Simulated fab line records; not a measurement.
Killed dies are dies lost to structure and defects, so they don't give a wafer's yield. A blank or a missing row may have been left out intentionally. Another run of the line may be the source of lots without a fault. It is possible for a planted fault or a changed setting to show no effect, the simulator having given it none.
Chamber matching    flow nandHarc    4 sister chambers for NHARC_A_STAIRCASE_TRIM_220 on rieDiel-05
The step chemistry O2, time 211.2 s. 4 wafers are shown with their chamber, then 10 later ones without.

WAFERS PAIRED WITH THEIR CHAMBERS
wafer   chamber  showerheadPlenumPTorr (Torr)
L081.4  0        3.29
L085.1  2        3.43
L084.3  3        3.54
L084.4  1        3.65

WAFERS WITHOUT THEIR CHAMBER
wafer   showerheadPlenumPTorr (Torr)
L084.5  3.65
L089.3  3.65
L089.4  3.54
L089.6  3.42
L092.1  3.27
L092.4  3.53
L092.5  3.27
L092.2  3.42
L092.3  3.64
L092.6  3.53

EACH ONE'S CHAMBER
wafer   from the rows above  in truth
L084.5  1                    1
L089.3  1                    1
L089.4  3                    3
L089.6  2                    2
L092.1  0                    0
L092.4  3                    3
L092.5  0                    0
L092.2  2                    2
L092.3  1                    1
L092.6  3                    3
Correctly placed: 10 of 10. Number that these rows cannot place: 0. Number placed wrongly: 0.
How it was worked out, from the rows above alone: a wafer's distance from a chamber is the root of the sum, over the readings, of the square of ((its reading less the chamber's mean) divided by the reading's scatter). The wafer belongs to the nearest chamber; if the next one is less than 2 further off, it can't be placed. For every chamber, the mean is computed from those of its wafers that are shown. The scatter: root of mean squared gap, hidden wafer to nearest shown wafer, with one shown wafer a chamber.
